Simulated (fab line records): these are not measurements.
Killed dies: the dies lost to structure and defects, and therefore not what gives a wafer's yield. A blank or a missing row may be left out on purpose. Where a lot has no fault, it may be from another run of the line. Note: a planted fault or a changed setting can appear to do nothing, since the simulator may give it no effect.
Chamber matching | flow n5Finfet | N5_HKMG_FIN_DESCUM_17 on rieDiel-02: 4 sister chambers
The step chemistry O2, time 7.9 s. 14 wafers are shown with their chamber, then 7 later ones without.

## EACH WAFER AND ITS CHAMBER
wafer  | chamber | drypumpMotorCurrentA (A) | showerheadPlenumPTorr (Torr) | throttleValvePct (%)
L074.2 | 3       | 5.1                      | 2.14                         | 20.38
L074.5 | 3       | 5.1                      | 2.14                         | 20.39
L074.6 | 2       | 5.7                      | 2.07                         | 20.50
L075.1 | 0       | 5.2                      | 2.06                         | 20.64
L075.2 | 2       | 5.7                      | 2.07                         | 20.50
L075.4 | 3       | 5.1                      | 2.14                         | 20.38
L079.3 | 2       | 5.7                      | 2.07                         | 20.52
L079.4 | 2       | 5.7                      | 2.07                         | 20.52
L079.6 | 1       | 6.1                      | 2.10                         | 20.39
L081.3 | 3       | 5.1                      | 2.14                         | 20.41
L081.5 | 2       | 5.7                      | 2.06                         | 20.54
L081.6 | 3       | 5.1                      | 2.14                         | 20.39
L084.1 | 2       | 5.8                      | 2.06                         | 20.54
L084.2 | 1       | 6.2                      | 2.09                         | 20.42

SIGNATURES (averages over the wafers above)
reading               | chamber 0 | chamber 1 | chamber 2 | chamber 3 | scatter within a chamber
drypumpMotorCurrentA  | 5.200     | 6.150     | 5.717     | 5.100     | 0.0365
showerheadPlenumPTorr | 2.0600    | 2.0950    | 2.0667    | 2.1400    | 0.00428
throttleValvePct      | 20.6400   | 20.4050   | 20.5200   | 20.3900   | 0.0163
Rule: distance of a wafer from a chamber = root of the sum over the readings of ((wafer's reading minus chamber's mean) / reading's scatter) squared. The wafer belongs to the nearest chamber; if the next one is less than 2 further off, it can't be placed. The scatter: the root of (the sum of the squares of (reading less its chamber's mean) over the shown wafers, divided by (wafers less chambers)).

## WAFERS WHOSE CHAMBER IS MISSING
wafer  | drypumpMotorCurrentA (A) | showerheadPlenumPTorr (Torr) | throttleValvePct (%)
L084.5 | 5.8                      | 2.06                         | 20.53
L093.1 | 6.2                      | 2.08                         | 20.46
L093.4 | 5.2                      | 2.04                         | 20.30
L093.6 | 5.1                      | 2.13                         | 20.44
L096.1 | 5.8                      | 2.05                         | 20.57
L096.4 | 5.1                      | 2.13                         | 20.45
L096.5 | 6.2                      | 2.08                         | 20.45

## THE CHAMBER EACH PASSED THROUGH
wafer  | from the rows above     | in truth
L084.5 | 2                       | 2
L093.1 | 1                       | 1
L093.4 | can't be placed: 2 or 0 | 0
L093.6 | 3                       | 3
L096.1 | 2                       | 2
L096.4 | 3                       | 3
L096.5 | 1                       | 1
Placed correctly: 6 of 7. Unplaceable from these rows: 1, with the true chamber sitting among the candidates in 1. Number placed wrongly: 0.
